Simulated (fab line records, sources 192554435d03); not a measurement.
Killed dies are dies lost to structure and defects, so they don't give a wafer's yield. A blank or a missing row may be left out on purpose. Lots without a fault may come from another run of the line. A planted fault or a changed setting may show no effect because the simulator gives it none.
fab line records | flow n5_finfet
record lots=7 wafers=39
route steps=1938 shown BEOL_M3@972 BEOL_M6@1251 BEOL_M10@1512 BEOL_M11@1552
start_h: hours from the record's first day to the start of the lot's first wafer shown | wait_h: hours since the lot's step before | " the same as in the row above | L1.1+2: a row that stands for several wafers | - no value, or no start given | * or withheld: withheld | < > ~ a bound
route shown NAME@n: a module of which the file shows steps, and the number in the route of the first | usual: mean/standard deviation of fault-free wafers | same: alike in all rows | chamber/n: place in a boat | sites: the reading at each site | _std_site: their standard deviation | _edge_site: outer sites' mean less inner sites' | radius_mm: how far each site lies from the wafer's centre | mask NAME#n: copy n | behind: the tool/chamber that last shaped the wafer | hold: why the lot was held/for how many hours/how that ended | device: the transistor (n, p or np) that didn't switch | end of line: the same wafers' tests at the end of the route | a step without rows: its recipe alone | killed: dies lost to structure and defects at the first sort, not the wafer's yield | map: a wafer's dies, x killed, . not, _ none there
set.NAME: the setting as run; set.NAME@STEP: as run at that earlier step | model.NAME: the simulator's own value behind a step, which no gauge read
lots whose settings were changed on purpose; a table a step, a row a wafer
## steps
# step N5_BEOL_M3_ALD_98
# recipe material=SiO2 target_thk_a=25 temp_c=100 ald_precursor_family=BDEAS ald_co_reactant=O2-plasma pulse_time_s=1 co_reactant_pulse_time_s=1 purge_time_s=2 co_reactant_purge_time_s=2 ald_cycles=17 pressure_torr=2
# columns lot.wafer tool chamber start_h wait_h set.ald_cycles model.SiO2_of_BEOL_M3_ALD_98.thk_nm
L074.1+5 ald_sin-04 2,0 150.99 0.1 17 2.6
L074.2 " 0 " " 17 2.4
L074.3+4+6 " 1,1,2 " " 20 3
L079.1+2+4 ald_sin-02 0,1,3 187.36 0.1 17 2.6
L082.1+5 ald_sin-02 2,1 188.92 0.3 17 2.6
L082.2+3 " 3,1 " " 21 3
L082.4 " 0 " " 21 3.2
L082.6 " 2 " " 17 2.4
L085.1+2 ald_sin-02 2,3 223.86 0.2 17 2.6
L085.3+5+6 " 0,0,3 " " 8 1.2
L085.4 " 1 " " 17 2.4
L087.1+3+6 ald_sin-03 0,3,0 229.69 0.1 12 1.8
L087.2+4+5 " 1,3,1 " " 17 2.6
L096.1+4+6 ald_sin-04 1,3,0 288.35 0.1 10 1.4
L096.2+3 " 0,2 " " 17 2.4
L096.5 " 3 " " 17 2.6
L097.1 ald_sin-04 1 288.69 0.1 17 2.6
L097.2+3+4+5+6 " 2,3,0,3,0 " " 17 2.4
# step N5_BEOL_M6_ALD_77
# recipe material=TaN target_thk_a=20 temp_c=275 ald_precursor_family=PDMAT ald_co_reactant=NH3 pressure_torr=3 carrier_flow_sccm=1500 pulse_time_s=2 purge_time_s=3 co_reactant_purge_time_s=2 co_reactant_pulse_time_s=3 ald_cycles=40 precursor_vessel_temp_c=75 precursor_vessel_pressure_torr=26.25 precursor_vessel_carrier_sccm=1000
# columns lot.wafer tool chamber start_h wait_h set.ald_cycles model.TaN_of_BEOL_M6_ALD_77.thk_nm
L074.1+2+3+4+5+6 ald_metal-01 1,0,2,3,0,3 193.49 0.0 40 2
L079.1+2+4 ald_metal-02 1,0,2 235.16 0.1 40 2
L082.1+2+3+4+5+6 ald_metal-01 2,1,0,3,1,2 244.63 0.0 40 2
L085.1+5+6 ald_metal-01 0,1,0 262.28 0.1 40 2
L085.2+3+4 " 3,1,2 " " 27 1.4
L087.1+2+3 ald_metal-04 3,2,1 272.70 0.0 40 2
L087.4+5+6 " 0,0,1 " " 25 1.2
L097.1+3+4 ald_metal-01 3,1,2 336.06 0.3 60 3
L097.2+5+6 " 0,1,2 " " 40 2
L096.1+5+6 ald_metal-02 1,3,2 337.83 0.0 28 1.4
L096.2+3+4 " 2,0,3 " " 40 2
# step N5_BEOL_M10_TRENCH_ETCH_37
# recipe chemistry=C4F6/O2 target_depth_a=1488.3 target=SiCOH_lowk time_s=48 ion_energy_ev=250 pressure_mtorr=30 source_w=345 bias_w=185 Ar_flow_sccm=300 C4F6_flow_sccm=10 O2_flow_sccm=10
# columns lot.wafer tool chamber start_h wait_h set.target_depth_a model.etch.depth_nm model.BEOL_M10.feature_depth_nm model.TiN_of_BEOL_M10_HM_DEP_02.thk_nm
L074.1 rie_diel-04 1 - - 603 61.93 62 18.2
L074.2 " 0 " " 1488.3 145.8 145.8 15.8
L074.3 " 2 " " 603 60.88 60.8 18.4
L074.4 " 3 " " 1488.3 153.9 154 15.6
L074.5 " 1 " " 603 61.73 61.8 18.4
L074.6 " 0 " " 1488.3 146.8 146.8 15.8
L079.1 rie_diel-02 2 - - 1488.3 148 148 15.8
L079.2 " 1 " " 1488.3 144.7 144.6 16.4
L079.4 " 3 " " 1488.3 147.7 147.6 15.8
L082.1 rie_diel-04 0 - - 1048 102.4 102.4 17.4
L082.2 " 1 " " 1048 104.8 104.8 17.4
L082.3 " 2 " " 1488.3 149.7 149.6 16
L082.4 " 3 " " 1488.3 153.5 153.6 16.2
L082.5 " 1 " " 1488.3 149.5 149.6 16
L082.6 " 2 " " 1048 104.3 104.4 17.2
L085.1 rie_diel-04 1 - - 2174 218.9 219 14.2
L085.2 " 3 " " 1488.3 153 153 16
L085.3 " 0 " " 1488.3 144.1 144.2 15.8
L085.4 " 2 " " 2174 216.8 216.8 14.2
L085.5 " 1 " " 2174 218.3 218.2 14
L085.6 " 2 " " 1488.3 147.9 148 15.8
L087.1 rie_diel-02 0 - - 1488.3 142.5 142.4 16
L087.2 " 2 " " 608 61.34 61.4 18.8
L087.3 " 3 " " 1488.3 147.1 147.2 16.2
L087.4 " 1 " " 1488.3 144.2 144.2 16
L087.5 " 0 " " 608 58.11 58.2 18.8
L087.6 " 3 " " 608 61.02 61 18.2
L097.1 rie_diel-02 1 - - 1488.3 144.6 144.6 16.2
L097.2 " 3 " " 1488.3 146 146 15.4
L097.3 " 2 " " 1488.3 147 147 16
L097.4 " 1 " " 1488.3 144.8 144.8 16
L097.5 " 2 " " 1488.3 148.4 148.4 15.8
L097.6 " 3 " " 1488.3 145.8 145.8 15.8
L096.1 rie_diel-06 1 - - 1488.3 143.4 143.4 16
L096.2 " 0 " " 1488.3 144.5 144.6 15.8
L096.3 " 3 " " 1191 118.7 118.6 16.6
L096.4 " 2 " " 1191 122.1 122.2 16.4
L096.5 " 1 " " 1488.3 143.8 143.8 16.2
L096.6 " 2 " " 1191 122 122 16.6
# step N5_BEOL_M10_ETCH_41
# recipe chemistry=CH3F/O2 target=SiCN target_depth_a=426 taper_deg=2 time_s=86 ion_energy_ev=120 mask_material=TiN pressure_mtorr=30 source_w=395 bias_w=75 Ar_flow_sccm=150 CH3F_flow_sccm=30 O2_flow_sccm=20
# step N5_BEOL_M10_STRIP_77
# recipe chemistry=N2/H2 time_s=10 power_w=450 temp_c=40 pressure_mtorr=20 rf_frequency_hz=6e+07 bias_power_w=7 n2_flow_sccm=200 h2_flow_sccm=200
# step N5_BEOL_M10_OCD_MEAS_38
# usual trench_depth_nm=148/3.5
# columns lot.wafer tool chamber start_h wait_h set.target_depth_a@BEOL_M10_TRENCH_ETCH_37 trench_depth_nm
L074.1 ocd-01 - 229.77 - 603 62
L074.2 " - " " 1488.3 146
L074.3 " - " " 603 61
L074.4 " - " " 1488.3 154
L074.5 " - " " 603 61
L074.6 " - " " 1488.3 147
L079.1 ocd-02 - 271.78 - 1488.3 148
L079.2 " - " " 1488.3 144
L079.4 " - " " 1488.3 148
L082.1 ocd-02 - 274.04 - 1048 -
L082.2 " - " " 1048 105
L082.3 " - " " 1488.3 150
L082.4 " - " " 1488.3 -
L082.5 " - " " 1488.3 -
L082.6 " - " " 1048 105
L085.1 ocd-02 - 292.77 - 2174 219
L085.2 " - " " 1488.3 154
L085.3 " - " " 1488.3 144
L085.4 " - " " 2174 217
L085.5 " - " " 2174 218
L085.6 " - " " 1488.3 148
L087.1 ocd-01 - 303.14 - 1488.3 143
L087.2 " - " " 608 62
L087.3 " - " " 1488.3 147
L087.4 " - " " 1488.3 145
L087.5 " - " " 608 58
L087.6 " - " " 608 61
L097.1 ocd-01 - 371.69 - 1488.3 144
L097.2 " - " " 1488.3 146
L097.3 " - " " 1488.3 147
L097.4 " - " " 1488.3 145
L097.5 " - " " 1488.3 149
L097.6 " - " " 1488.3 146
L096.1 ocd-01 - 372.20 - 1488.3 143
L096.2 " - " " 1488.3 145
L096.3 " - " " 1191 119
L096.4 " - " " 1191 122
L096.5 " - " " 1488.3 144
L096.6 " - " " 1191 121
# step N5_BEOL_M10_HM_STRIP_39
# recipe chemistry=peroxide_tin_strip material=TiN target_depth_a=250 temp_c=50 time_s=158
# step N5_BEOL_M10_SRD_40
# recipe time_s=30 temp_c=23 rinse_liquid=diw dry=ipa_marangoni
# step N5_BEOL_M10_ECD_50
# recipe material=Cu target_thk_a=3180
# step N5_BEOL_M10_ANNEAL_51
# recipe temp_c=225 time_s=90 ambient=N2
# step N5_BEOL_M10_CMP_52
# recipe stop_on=SiCOH_lowk t_overpolish_s=7 down_force_psi=1 platen_rpm=50 clearing_platen_down_force_psi=1.5 clearing_platen_rpm=50 post_cmp_clean=cu_alkaline target_thk_nm=140 clearing_platen_pad_velocity_m_s=0.99484 pad_velocity_m_s=0.99484
# columns lot.wafer tool chamber start_h wait_h set.target_depth_a@BEOL_M10_TRENCH_ETCH_37 model.Cu_of_BEOL_M10_ECD_50.thk_nm
L074.3 cmp-01 2 234.68 0.2 603 52.6
L074.2 " 3 " " 1488.3 136.2
L074.1 " 0 " " 603 51.2
L074.4 " 1 " " 1488.3 143.2
L074.5 " 2 " " 603 52
L074.6 " 3 " " 1488.3 135.6
L079.2 cmp-02 2 274.25 0.2 1488.3 133.6
L079.4 " 3 " " 1488.3 136.8
L079.1 " 0 " " 1488.3 140.2
L082.1 cmp-01 2 276.80 0.3 1048 95.2
L082.3 " 3 " " 1488.3 142.4
L082.2 " 0 " " 1048 95.6
L082.4 " 1 " " 1488.3 145.6
L082.5 " 2 " " 1488.3 142.2
L082.6 " 3 " " 1048 95.8
L085.2 cmp-02 0 294.97 0.2 1488.3 145.6
L085.1 " 1 " " 2174 210.4
L085.3 " 2 " " 1488.3 135.2
L085.4 " 3 " " 2174 208.2
L085.6 " 0 " " 1488.3 140.2
L085.5 " 1 " " 2174 207.6
L087.1 cmp-03 1 305.87 0.6 1488.3 133.8
L087.3 " 2 " " 1488.3 139.2
L087.4 " 3 " " 1488.3 136
L087.2 " 0 " " 608 51.8
L087.6 " 1 " " 608 53.2
L087.5 " 2 " " 608 50.8
L097.1 cmp-01 2 373.73 0.3 1488.3 136
L097.2 " 3 " " 1488.3 136.6
L097.4 " 0 " " 1488.3 136.4
L097.3 " 1 " " 1488.3 137.8
L097.6 " 2 " " 1488.3 138.4
L097.5 " 3 " " 1488.3 139.4
L096.2 cmp-03 2 374.69 0.2 1488.3 137
L096.1 " 3 " " 1488.3 135.2
L096.3 " 0 " " 1191 109.2
L096.4 " 1 " " 1191 112.8
L096.6 " 2 " " 1191 114.4
L096.5 " 3 " " 1488.3 138.2
# step N5_BEOL_M10_THK_MEAS_53
# recipe thk_meas_gauge=xrf reads=Cu_of_BEOL_M10_ECD_50
# usual M10_THK=140/3.9
# columns lot.wafer tool chamber start_h wait_h set.target_depth_a@BEOL_M10_TRENCH_ETCH_37 M10_THK[nm]
L074.1 film_metro-01 - 234.97 - 603 51
L074.2 " - " " 1488.3 137
L074.3 " - " " 603 53
L074.4 " - " " 1488.3 145
L074.5 " - " " 603 52
L074.6 " - " " 1488.3 137
L079.1 film_metro-01 - 274.54 - 1488.3 142
L079.2 " - " " 1488.3 135
L079.4 " - " " 1488.3 138
L082.1 film_metro-02 - 277.10 - 1048 -
L082.2 " - " " 1048 97
L082.3 " - " " 1488.3 144
L082.4 " - " " 1488.3 -
L082.5 " - " " 1488.3 -
L082.6 " - " " 1048 97
L085.1 film_metro-02 - 295.26 - 2174 214
L085.2 " - " " 1488.3 147
L085.3 " - " " 1488.3 137
L085.4 " - " " 2174 212
L085.5 " - " " 2174 211
L085.6 " - " " 1488.3 142
L087.1 film_metro-01 - 306.16 - 1488.3 135
L087.2 " - " " 608 53
L087.3 " - " " 1488.3 141
L087.4 " - " " 1488.3 138
L087.5 " - " " 608 51
L087.6 " - " " 608 54
L097.1 film_metro-02 - 374.03 - 1488.3 139
L097.2 " - " " 1488.3 140
L097.3 " - " " 1488.3 142
L097.4 " - " " 1488.3 140
L097.5 " - " " 1488.3 143
L097.6 " - " " 1488.3 141
L096.1 film_metro-01 - 374.99 - 1488.3 137
L096.2 " - " " 1488.3 139
L096.3 " - " " 1191 111
L096.4 " - " " 1191 115
L096.5 " - " " 1488.3 141
L096.6 " - " " 1191 116
# step N5_BEOL_M10_PRE_CLEAN_55
# recipe gas=NH3 time_s=15 temp_c=withheld rf_power_w=300
# step N5_BEOL_M10_DEP_56
# recipe material=SiCN target_thk_a=150 temp_c=withheld precursor=3MS/NH3 pressure_torr=3 rf_w=202 time_s=26.5
# step N5_BEOL_M10_RS_MEAS_57
# recipe thk_meas_gauge=four-point-probe reads=Cu_of_BEOL_M10_ECD_50+Co_of_BEOL_M10_CVD_75+TaN_of_BEOL_M10_ALD_74
# usual M10_RS=0.153/0.0044
# columns lot.wafer tool chamber start_h wait_h set.target_depth_a@BEOL_M10_TRENCH_ETCH_37 M10_RS[ohm/sq]
L074.1 film_metro-01 - 235.11 0.1 603 0.489
L074.2 " - " " 1488.3 0.155
L074.3 " - " " 603 0.473
L074.4 " - " " 1488.3 0.147
L074.5 " - " " 603 0.479
L074.6 " - " " 1488.3 0.156
L079.1 film_metro-02 - 274.68 0.1 1488.3 0.150
L079.2 " - " " 1488.3 0.159
L079.4 " - " " 1488.3 0.155
L082.1 film_metro-01 - 277.23 0.1 1048 -
L082.2 " - " " 1048 0.232
L082.3 " - " " 1488.3 0.148
L082.4 " - " " 1488.3 -
L082.5 " - " " 1488.3 -
L082.6 " - " " 1048 0.230
L085.1 film_metro-01 - 295.40 0.1 2174 0.097
L085.2 " - " " 1488.3 0.144
L085.3 " - " " 1488.3 0.156
L085.4 " - " " 2174 0.098
L085.5 " - " " 2174 0.098
L085.6 " - " " 1488.3 0.150
L087.1 film_metro-02 - 306.30 0.1 1488.3 0.159
L087.2 " - " " 608 0.484
L087.3 " - " " 1488.3 0.152
L087.4 " - " " 1488.3 0.156
L087.5 " - " " 608 0.496
L087.6 " - " " 608 0.467
L097.1 film_metro-01 - 374.16 0.1 1488.3 0.156
L097.2 " - " " 1488.3 0.155
L097.3 " - " " 1488.3 0.153
L097.4 " - " " 1488.3 0.155
L097.5 " - " " 1488.3 0.152
L097.6 " - " " 1488.3 0.153
L096.1 film_metro-01 - 375.12 0.1 1488.3 0.157
L096.2 " - " " 1488.3 0.154
L096.3 " - " " 1191 0.199
L096.4 " - " " 1191 0.192
L096.5 " - " " 1488.3 0.153
L096.6 " - " " 1191 0.189
# step N5_BEOL_M11_DESCUM_16
# recipe chemistry=O2 time_s=7.9 source_power_w=50 bias_power_w=20 pressure_mtorr=20 rf_frequency_hz=2.712e+07 temp_c=40 resist=CAR-ArF o2_flow_sccm=225
# columns lot.wafer tool chamber start_h wait_h set.time_s model.CAR-ArF_of_BEOL_M11_COAT_05.thk_nm
L074.1+6 rie_diel-05 3 238.82 0.0 7.9 83.8
L074.2 " 2 " " 3.748 86.2
L074.3+5 " 0 " " 3.748 86
L074.4 " 2 " " 7.9 83.6
L079.1+2 rie_diel-01 3,1 276.51 0.0 7.9 83.2
L079.4 " 0 " " 7.9 83
L082.1+2+4 rie_diel-01 0,2,3 281.31 0.2 7.9 83.2
L082.3 " 1 " " 7.9 83.4
L082.5 " 3 " " 7.9 83
L082.6 " 2 " " 7.9 82.8
L085.1+6 rie_diel-03 3 297.48 0.1 7.9 83.2
L085.2+3+5 " 0,2,2 " " 11.07 81.2
L085.4 " 1 " " 7.9 83.4
L087.1 rie_diel-05 0 308.41 0.4 7.9 83.2
L087.2+3 " 1,3 " " 10.24 82.2
L087.4 " 2 " " 10.24 81.8
L087.5 " 2 " " 7.9 83.6
L087.6 " 1 " " 7.9 83.4
L097.1+2+3 rie_diel-01 2,0,3 378.77 0.0 7.9 83.6
L097.4 " 1 " " 7.9 83.8
L097.5 " 1 " " 7.9 84
L097.6 " 0 " " 7.9 83.4
L096.1+5 rie_diel-03 1,3 378.97 0.1 7.9 83.4
L096.2 " 2 " " 10.34 82.2
L096.3 " 3 " " 7.9 83.8
L096.4 " 2 " " 10.34 81.8
L096.6 " 1 " " 10.34 82
# step N5_BEOL_M11_ETCH_61
# recipe chemistry=CF4 target=SiARC target_depth_a=390 mask_material=CAR-ArF time_s=65 ion_energy_ev=80 pressure_mtorr=40 source_w=545 bias_w=36 Ar_flow_sccm=100 cf4_flow_sccm=100 ends=cleared
# columns lot.wafer tool chamber start_h wait_h set.time_s@BEOL_M11_DESCUM_16 model.CAR-ArF_of_BEOL_M11_COAT_05.thk_nm
L074.1 rie_diel-05 3 238.85 0.0 7.9 56
L074.2+3 " 2,0 " " 3.748 58.2
L074.4 " 2 " " 7.9 55.6
L074.5 " 0 " " 3.748 58
L074.6 " 3 " " 7.9 55.8
L079.1+2+4 rie_diel-01 3,1,0 276.55 0.0 7.9 55.2
L082.1+2+4+5 rie_diel-01 0,2,3,3 281.34 0.0 7.9 55.2
L082.3 " 1 " " 7.9 55.4
L082.6 " 2 " " 7.9 54.8
L085.1 rie_diel-03 3 297.52 0.0 7.9 55.2
L085.2+3+5 " 0,2,2 " " 11.07 53.4
L085.4+6 " 1,3 " " 7.9 55.4
L087.1+6 rie_diel-05 0,1 308.44 0.0 7.9 55.4
L087.2+3 " 1,3 " " 10.24 54.2
L087.4 " 2 " " 10.24 54
L087.5 " 2 " " 7.9 55.6
L097.1+2+3 rie_diel-01 2,0,3 378.80 0.0 7.9 55.6
L097.4 " 1 " " 7.9 55.8
L097.5 " 1 " " 7.9 56
L097.6 " 0 " " 7.9 55.4
L096.1+5 rie_diel-03 1,3 379.01 0.0 7.9 55.4
L096.2 " 2 " " 10.34 54.2
L096.3 " 3 " " 7.9 55.6
L096.4 " 2 " " 10.34 53.8
L096.6 " 1 " " 10.34 54
## key
split step=N5_BEOL_M3_ALD_98 setting=ald_cycles stated=17 by=wafer
response step=N5_BEOL_M3_ALD_98 reading=model.SiO2_of_BEOL_M3_ALD_98.thk_nm change=+0.0255 per=1% r=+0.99
split step=N5_BEOL_M6_ALD_77 setting=ald_cycles stated=40 by=wafer
response step=N5_BEOL_M6_ALD_77 reading=model.TaN_of_BEOL_M6_ALD_77.thk_nm change=+0.02 per=1% r=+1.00
split step=N5_BEOL_M10_TRENCH_ETCH_37 setting=target_depth_a stated=1488.3 by=wafer
response step=N5_BEOL_M10_TRENCH_ETCH_37 reading=model.etch.depth_nm change=+1.46 per=1% r=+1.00
response step=N5_BEOL_M10_TRENCH_ETCH_37 reading=model.BEOL_M10.feature_depth_nm change=+1.46 per=1% r=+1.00
response step=N5_BEOL_M10_TRENCH_ETCH_37 reading=model.TiN_of_BEOL_M10_HM_DEP_02.thk_nm change=-0.0415 per=1% r=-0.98
response step=N5_BEOL_M10_OCD_MEAS_38 reading=trench_depth_nm change=+1.46 per=1% r=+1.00
response step=N5_BEOL_M10_CMP_52 reading=model.Cu_of_BEOL_M10_ECD_50.thk_nm change=+1.46 per=1% r=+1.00
response step=N5_BEOL_M10_THK_MEAS_53 reading=M10_THK change=+1.46 per=1% r=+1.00
response step=N5_BEOL_M10_RS_MEAS_57 reading=M10_RS shape=bent at_lowest=0.480 at_stated=0.153 at_highest=0.098
split step=N5_BEOL_M11_DESCUM_16 setting=time_s stated=7.9 by=wafer
response step=N5_BEOL_M11_DESCUM_16 reading=model.CAR-ArF_of_BEOL_M11_COAT_05.thk_nm change=-0.0471 per=1% r=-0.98
response step=N5_BEOL_M11_ETCH_61 reading=model.CAR-ArF_of_BEOL_M11_COAT_05.thk_nm change=-0.0459 per=1% r=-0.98
